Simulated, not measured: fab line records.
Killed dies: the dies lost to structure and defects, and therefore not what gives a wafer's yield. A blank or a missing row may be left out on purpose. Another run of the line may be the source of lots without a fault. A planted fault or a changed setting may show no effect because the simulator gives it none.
Matching of chambers :: flow nand harc :: pecvd-01 running NHARC_A_M1_PRE_CLEAN_32: 3 sister chambers
The step time 12 s. 14 wafers are shown with their chamber, then 7 later ones without.

== WAFERS WITH THEIR CHAMBER ==
wafer: L696.2
chamber: 1
heater power w (W): 614

wafer: L696.3
chamber: 0
heater power w (W): 602

wafer: L696.4
chamber: 2
heater power w (W): 463

wafer: L701.1
chamber: 2
heater power w (W): 566

wafer: L701.3
chamber: 1
heater power w (W): 643

wafer: L701.5
chamber: 2
heater power w (W): 566

wafer: L702.2
chamber: 0
heater power w (W): 576

wafer: L702.3
chamber: 1
heater power w (W): 571

wafer: L702.6
chamber: 0
heater power w (W): 587

wafer: L706.1
chamber: 0
heater power w (W): 538

wafer: L706.2
chamber: 1
heater power w (W): 549

wafer: L706.3
chamber: 0
heater power w (W): 552

wafer: L708.1
chamber: 0
heater power w (W): 580

wafer: L708.2
chamber: 1
heater power w (W): 615

SIGNATURES, as means of the wafers listed above
reading: heater power w
chamber 0: 572.50
chamber 1: 598.40
chamber 2: 531.67
scatter within a chamber: 37.6
Rule: for each reading, subtract the chamber's mean from the wafer's reading, divide by that reading's scatter and square the result; add these up over the readings and take the root, which gives the wafer's distance from the chamber. The wafer belongs to the nearest chamber; if the next one is less than 2 further off, it can't be placed. The scatter is the square root of a quotient: the sum, over the shown wafers, of each reading's squared deviation from its chamber's mean, divided by wafers minus chambers.

== WAFERS MISSING THEIR CHAMBER ==
wafer: L708.6
heater power w (W): 466

wafer: L716.1
heater power w (W): 557

wafer: L716.2
heater power w (W): 557

wafer: L716.3
heater power w (W): 544

wafer: L719.2
heater power w (W): 641

wafer: L719.3
heater power w (W): 540

wafer: L719.6
heater power w (W): 530

== EACH ONE'S CHAMBER ==
wafer: L708.6
from the rows above: can't be placed: 2 or 0 or 1
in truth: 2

wafer: L716.1
from the rows above: can't be placed: 0 or 2 or 1
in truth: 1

wafer: L716.2
from the rows above: can't be placed: 0 or 2 or 1
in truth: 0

wafer: L716.3
from the rows above: can't be placed: 2 or 0 or 1
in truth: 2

wafer: L719.2
from the rows above: can't be placed: 1 or 0 or 2
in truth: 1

wafer: L719.3
from the rows above: can't be placed: 2 or 0 or 1
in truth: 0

wafer: L719.6
from the rows above: can't be placed: 2 or 0 or 1
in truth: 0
Placed correctly: 0 of 7. Not placeable from these rows: 7 (in 7, the candidates include the true chamber). Wrongly placed: 0.
